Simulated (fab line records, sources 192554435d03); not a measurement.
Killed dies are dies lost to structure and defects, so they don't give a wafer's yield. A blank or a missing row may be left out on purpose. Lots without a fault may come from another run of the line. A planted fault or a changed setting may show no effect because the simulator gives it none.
Split-lot experiment | flow n5_finfet | 7 lots, 21 wafers read, on a route of 1938 steps

THE SPLIT
At N5_BEOL_M8_TRENCH_ETCH_37 (etches SiCOH lowk in C4F6/O2, target depth 93.478 nm, time 31.2 s), the setting source_w was moved away from the recipe's 345 W on 9 of the 21 wafers read, by -13.8% to +9.0%. The other wafers ran this setting at the recipe's value.

The reading is taken at the split's own step.

THE READING
rf_vpp_V, in V, at N5_BEOL_M8_TRENCH_ETCH_37 (etches SiCOH lowk in C4F6/O2, target depth 93.478 nm, time 31.2 s). Fault-free wafers of this fab line usually give 666 V, standard deviation 7 V.

wafer  | tool, chamber at the split | source_w as run, W | against the recipe | rf_vpp_V, V | against lot-mates on the recipe
L074.1 | rie_diel-02, 2             | 345                | recipe             | 653         | -
L074.2 | rie_diel-02, 3             | 345                | recipe             | 665         | -
L074.3 | rie_diel-02, 1             | 345                | recipe             | 662         | -
L076.1 | rie_diel-01, 2             | 324.7              | -5.9%              | 681         | +25
L076.2 | rie_diel-01, 0             | 345                | recipe             | 656         | -
L076.6 | rie_diel-01, 1             | 324.7              | -5.9%              | 685         | +29
L083.3 | rie_diel-02, 3             | 297.3              | -13.8%             | 716         | +58
L083.4 | rie_diel-02, 1             | 345                | recipe             | 661         | -
L083.5 | rie_diel-02, 2             | 345                | recipe             | 654         | -
L089.1 | rie_diel-06, 2             | 345                | recipe             | 671         | -
L089.4 | rie_diel-06, 3             | 345                | recipe             | 678         | -
L089.5 | rie_diel-06, 3             | 345                | recipe             | 679         | -
L092.1 | rie_diel-06, 0             | 327.2              | -5.2%              | 690         | +19
L092.4 | rie_diel-06, 2             | 345                | recipe             | 671         | -
L092.6 | rie_diel-06, 0             | 327.2              | -5.2%              | 691         | +20
L095.1 | rie_diel-01, 3             | 345                | recipe             | 666         | -
L095.3 | rie_diel-01, 1             | 375.9              | +9.0%              | 635         | -31
L095.4 | rie_diel-01, 0             | 375.9              | +9.0%              | 637         | -29
L096.2 | rie_diel-06, 2             | 376.2              | +9.0%              | 641         | -31
L096.4 | rie_diel-06, 0             | 345                | recipe             | 672         | -
L096.5 | rie_diel-06, 1             | 376.2              | +9.0%              | 636         | -36

THE FIT
A straight line over all 21 wafers: rf_vpp_V changes by -3.42 V for each +1% of source_w; r = -0.94; the points scatter about the line by 7.3 V.
The same after taking each lot's own level away (the mean of its wafers on the recipe; 21 wafers): -3.88 V for each +1%; r = -0.99; scatter 3.6 V.
On that fit, the largest move of source_w shifts the reading by 54 V.
The lots' own levels span 656.0 to 676.0 V, that is 2.9 times the standard deviation above.
So the lot-to-lot level changes the slope: the two fits differ.
Check: with one of the wafers moved furthest among these (-13.8%) left out of the fit, the line predicts +52.8 V for it against its lot-mates. It came out at +58.5 V against them.
Tool readings at the split's step, against how far the setting was moved: rf_vpp_V r = -0.94.

OTHER SPLITS ON THESE WAFERS
These wafers also went through other splits before the reading. Each is held against what the fit with the lots' levels taken away leaves over:
other split on the same wafers    | wafers away from the commonest value | r with rf_vpp_V (lot level and that fit taken away)
N5_BEOL_M6_ETCH_66 source_w       | 9                                    | -0.22
N5_BEOL_M7_ILD_DEP_00 time_s      | 8                                    | +0.09
N5_BEOL_M7_HM_DEP_02 target_thk_a | 5                                    | +0.06
N5_BEOL_M8_DESCUM_16 time_s       | 8                                    | -0.03

THE FILE'S OWN FIT
rf_vpp_V changes by -3.98 V for each +1% of source_w, r = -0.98.
